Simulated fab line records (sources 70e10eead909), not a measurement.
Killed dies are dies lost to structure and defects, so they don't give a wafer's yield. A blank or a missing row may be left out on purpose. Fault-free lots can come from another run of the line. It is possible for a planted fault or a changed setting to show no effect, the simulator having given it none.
Which tool is to blame?    flow nand_harc    12 lots with 33 wafers sampled at 4 steps, on a route of 1302 steps

## WHAT THE GAUGES READ, wafer by wafer
The record holds no reading of a measuring or inspecting step that can be judged against a usual standard deviation.

## EACH LOT AND THE TOOL THAT RAN IT (in order: tool; ch and the chambers of the sampled wafers; start)
lot   NHARC_P_STI_DESCUM_14               NHARC_P_STI_CMP_21             NHARC_P_GATE_DESCUM_13              NHARC_P_GATE_DESCUM_31
L734  rie_diel-12 ch 0,2,3, day 3 16:23   cmp-04 ch 0,2,3, day 4 13:01   rie_diel-04 ch 0,2,3, day 5 10:23   rie_diel-04 ch 0,3, day 6 01:31
L733  rie_diel-03 ch 0,1, day 3 16:32     cmp-02 ch 0,2, day 4 13:01     rie_diel-05 ch 2,3, day 5 10:22     rie_diel-10 ch 0,1,3, day 6 02:04
L738  rie_diel-06 ch 0,3, day 5 09:13     cmp-04 ch 0,1, day 6 02:42     rie_diel-04 ch 3, day 6 20:46       rie_diel-10 ch 0,1, day 7 12:31
L740  rie_diel-12 ch 2, day 6 02:27       cmp-01 ch 3, day 6 22:06       rie_diel-04 ch 2,3, day 7 15:28     rie_diel-04 ch 1,2, day 8 05:56
L741  rie_diel-12 ch 1,3, day 6 14:33     cmp-02 ch 0, day 7 13:37       rie_diel-04 ch 0, day 8 06:40       rie_diel-04 ch 2, day 8 23:24
L745  rie_diel-03 ch 0,2,3, day 8 05:03   cmp-04 ch 0,2,3, day 8 23:17   rie_diel-10 ch 0,2,3, day 9 17:14   rie_diel-10 ch 0,2,3, day 10 07:59
L746  rie_diel-03 ch 1,2,3, day 8 15:42   cmp-04 ch 0,1,2, day 9 15:41   rie_diel-10 ch 2,3, day 10 10:50    rie_diel-10 ch 1,2,3, day 11 00:53
L747  rie_diel-03 ch 1,2,3, day 9 02:29   cmp-02 ch 0,3, day 9 20:10     rie_diel-04 ch 1,2,3, day 10 10:52  rie_diel-04 ch 0,2, day 11 01:08
L751  rie_diel-12 ch 0,1,3, day 10 18:28  cmp-04 ch 1,3, day 11 12:29    rie_diel-04 ch 0,1, day 12 04:47    rie_diel-10 ch 2,3, day 12 23:12
L752  rie_diel-03 ch 1,3, day 11 03:47    cmp-04 ch 0,2,3, day 11 21:52  rie_diel-04 ch 0,1, day 12 17:49    rie_diel-05 ch 1,2,3, day 13 10:38
L753  rie_diel-03 ch 0,2, day 11 15:04    cmp-04 ch 0,1,2, day 12 09:05  rie_diel-04 ch 0,1,2, day 13 01:41  rie_diel-05 ch 0,2, day 13 17:43
L754  rie_diel-06 ch 0,1,2, day 11 23:38  cmp-04 ch 0,1,2, day 12 21:23  rie_diel-10 ch 0,1, day 13 16:04    rie_diel-10 ch 0,3, day 14 06:20
- NHARC_P_STI_DESCUM_14: chemistry O2, time 3 s.
- NHARC_P_STI_CMP_21: polishes, t overpolish 20 s, target thk 380.67 nm.
- NHARC_P_GATE_DESCUM_13: chemistry O2, time 3 s.
- NHARC_P_GATE_DESCUM_31: chemistry O2, time 3 s.

## WHAT THE TOOLS THEMSELVES READ (means of the sampled wafers that have a number; where no wafer has one, the mark that the record gives instead)
NHARC_P_STI_DESCUM_14. Usual: chamber_pressure_mTorr is 60.00 mTorr with standard deviation 0.054, drypump_motor_current_A is 5.4 A with standard deviation 0.52, oes_product_au is 1.004 a.u. with standard deviation 0.01, rf_vpp_V is 57.8 V with standard deviation 0.82, run_length_s is 23.8 s with standard deviation 0.32, showerhead_plenum_p_Torr is 1.93 Torr with standard deviation 0.076, and throttle_valve_pct is 11.310 % with standard deviation 0.009.
lot   tool         chamber_pressure_mTorr (mTorr)  drypump_motor_current_A (A)  oes_product_au (a.u.)  rf_vpp_V (V)  run_length_s (s)  showerhead_plenum_p_Torr (Torr)  throttle_valve_pct (%)  flag
L734  rie_diel-12  60.00                           5.2                          1.015                  58.5          23.9              1.94                             11.309                  
L733  rie_diel-03  59.98                           5.0                          1.007                  57.5          23.6              1.87                             11.319                  
L738  rie_diel-06  60.07                           5.7                          1.008                  59.3          23.5              2.00                             11.320                  
L740  rie_diel-12  59.95                           5.4                          1.011                  57.8          23.8              1.86                             11.308                  
L741  rie_diel-12  60.00                           5.5                          0.995                  57.9          23.7              1.95                             11.301                  
L745  rie_diel-03  60.07                           5.6                          0.995                  58.0          24.0              1.95                             11.313                  
L746  rie_diel-03  60.03                           5.5                          1.005                  57.3          24.0              1.94                             11.317                  
L747  rie_diel-03  59.96                           5.5                          1.002                  58.8          24.0              1.94                             11.311                  
L751  rie_diel-12  59.98                           5.4                          1.001                  59.1          23.8              1.96                             11.313                  
L752  rie_diel-03  60.04                           4.9                          0.998                  57.0          23.6              1.89                             11.300                  
L753  rie_diel-03  60.02                           5.8                          1.002                  57.6          24.0              1.91                             11.305                  
L754  rie_diel-06  59.96                           5.4                          0.996                  57.0          23.9              1.94                             11.318                  

NHARC_P_STI_CMP_21. Usual: motor_current_A 11.8 A, standard deviation 1.1; overpolish_run_s 20.001 s, standard deviation 0.0095.
lot   tool    motor_current_A (A)  overpolish_run_s (s)  flag
L734  cmp-04  11.6                 20.005                
L733  cmp-02  12.5                 20.001                
L738  cmp-04  12.2                 20.005                
L740  cmp-01  10.8                 19.993                
L741  cmp-02  12.8                 20.001                
L745  cmp-04  11.8                 20.000                
L746  cmp-04  12.5                 19.994                
L747  cmp-02  12.5                 19.995                
L751  cmp-04  11.6                 20.007                
L752  cmp-04  11.5                 20.001                
L753  cmp-04  12.5                 19.997                
L754  cmp-04  12.4                 20.000                

NHARC_P_GATE_DESCUM_13. Usual: chamber_pressure_mTorr is 60.01 mTorr with standard deviation 0.054, drypump_motor_current_A is 5.7 A with standard deviation 0.44, oes_product_au is 0.997 a.u. with standard deviation 0.0091, rf_vpp_V is 57.8 V with standard deviation 0.93, run_length_s is 24.0 s with standard deviation 0.35, showerhead_plenum_p_Torr is 1.93 Torr with standard deviation 0.078, and throttle_valve_pct is 11.312 % with standard deviation 0.0094.
lot   tool         chamber_pressure_mTorr (mTorr)  drypump_motor_current_A (A)  oes_product_au (a.u.)  rf_vpp_V (V)  run_length_s (s)  showerhead_plenum_p_Torr (Torr)  throttle_valve_pct (%)  flag
L734  rie_diel-04  60.03                           6.1                          0.993                  58.5          24.2              1.93                             11.322                  
L733  rie_diel-05  60.07                           5.9                          0.988                  57.9          24.1              2.01                             11.314                  
L738  rie_diel-04  60.02                           5.9                          1.007                  58.3          25.6              1.91                             11.299                  OFF
L740  rie_diel-04  60.09                           6.2                          0.997                  57.5          26.0              1.96                             11.311                  OFF
L741  rie_diel-04  60.06                           5.9                          0.998                  57.4          25.7              1.89                             11.312                  OFF
L745  rie_diel-10  60.02                           5.6                          1.000                  57.6          24.4              1.95                             11.320                  
L746  rie_diel-10  60.00                           5.6                          1.008                  57.9          24.1              2.02                             11.307                  
L747  rie_diel-04  60.00                           5.7                          0.994                  58.3          24.1              1.91                             11.317                  
L751  rie_diel-04  60.05                           5.3                          1.004                  56.1          23.6              1.85                             11.309                  
L752  rie_diel-04  59.96                           5.2                          1.006                  57.6          23.9              1.85                             11.320                  
L753  rie_diel-04  59.99                           5.7                          1.010                  58.5          24.0              1.90                             11.308                  
L754  rie_diel-10  59.99                           5.3                          0.986                  57.0          23.9              1.82                             11.303                  

NHARC_P_GATE_DESCUM_31. Usual: chamber_pressure_mTorr is 60.01 mTorr with standard deviation 0.049, drypump_motor_current_A is 5.7 A with standard deviation 0.45, oes_product_au is 1.000 a.u. with standard deviation 0.0093, rf_vpp_V is 57.9 V with standard deviation 0.86, run_length_s is 24.0 s with standard deviation 0.31, showerhead_plenum_p_Torr is 1.93 Torr with standard deviation 0.077, and throttle_valve_pct is 11.311 % with standard deviation 0.009.
lot   tool         chamber_pressure_mTorr (mTorr)  drypump_motor_current_A (A)  oes_product_au (a.u.)  rf_vpp_V (V)  run_length_s (s)  showerhead_plenum_p_Torr (Torr)  throttle_valve_pct (%)  flag
L734  rie_diel-04  60.02                           5.9                          1.003                  57.9          24.1              1.90                             11.307                  
L733  rie_diel-10  60.02                           5.5                          0.989                  58.0          24.3              1.90                             11.318                  
L738  rie_diel-10  60.00                           5.3                          0.990                  57.7          24.1              1.84                             11.309                  
L740  rie_diel-04  60.09                           5.6                          0.997                  57.4          24.4              1.92                             11.293                  
L741  rie_diel-04  60.00                           6.4                          0.997                  57.7          24.4              2.00                             11.311                  
L745  rie_diel-10  60.03                           5.6                          1.007                  58.2          24.3              1.95                             11.309                  
L746  rie_diel-10  60.04                           5.6                          0.993                  57.7          24.0              1.97                             11.320                  
L747  rie_diel-04  59.97                           6.2                          0.999                  58.5          24.1              1.96                             11.319                  
L751  rie_diel-10  60.00                           5.6                          1.012                  58.1          24.0              2.02                             11.308                  
L752  rie_diel-05  60.00                           6.0                          0.996                  58.0          24.0              1.97                             11.308                  
L753  rie_diel-05  60.00                           5.9                          1.003                  58.1          23.9              1.99                             11.314                  
L754  rie_diel-10  60.02                           5.6                          0.992                  57.0          23.9              1.87                             11.314                  

## THE ANSWER, worked out from the rows above alone
Rule: a lot counts as off when the mean over its wafers that have a number is more than 3 standard deviations away from the usual mean. Also off: a lot with no number at a reading for which 4 or more lots have one. The other lots that the step has rows for count as sound. The gauges are gone through in route order, then the tools' own readings, and for those a lot's mean is taken as printed above. At the first step where some lot is off, the reading lying furthest off is the one used; lots without a number count as furthest.
Off at NHARC_P_GATE_DESCUM_13 (run_length_s): L738, L740, L741.
If a tool, at that step or one of the process steps before it, ran each lot that is off and ran no sound lot following the first of them, it fits. None of those tried fits.

## WHAT THE SIMULATOR PUT IN
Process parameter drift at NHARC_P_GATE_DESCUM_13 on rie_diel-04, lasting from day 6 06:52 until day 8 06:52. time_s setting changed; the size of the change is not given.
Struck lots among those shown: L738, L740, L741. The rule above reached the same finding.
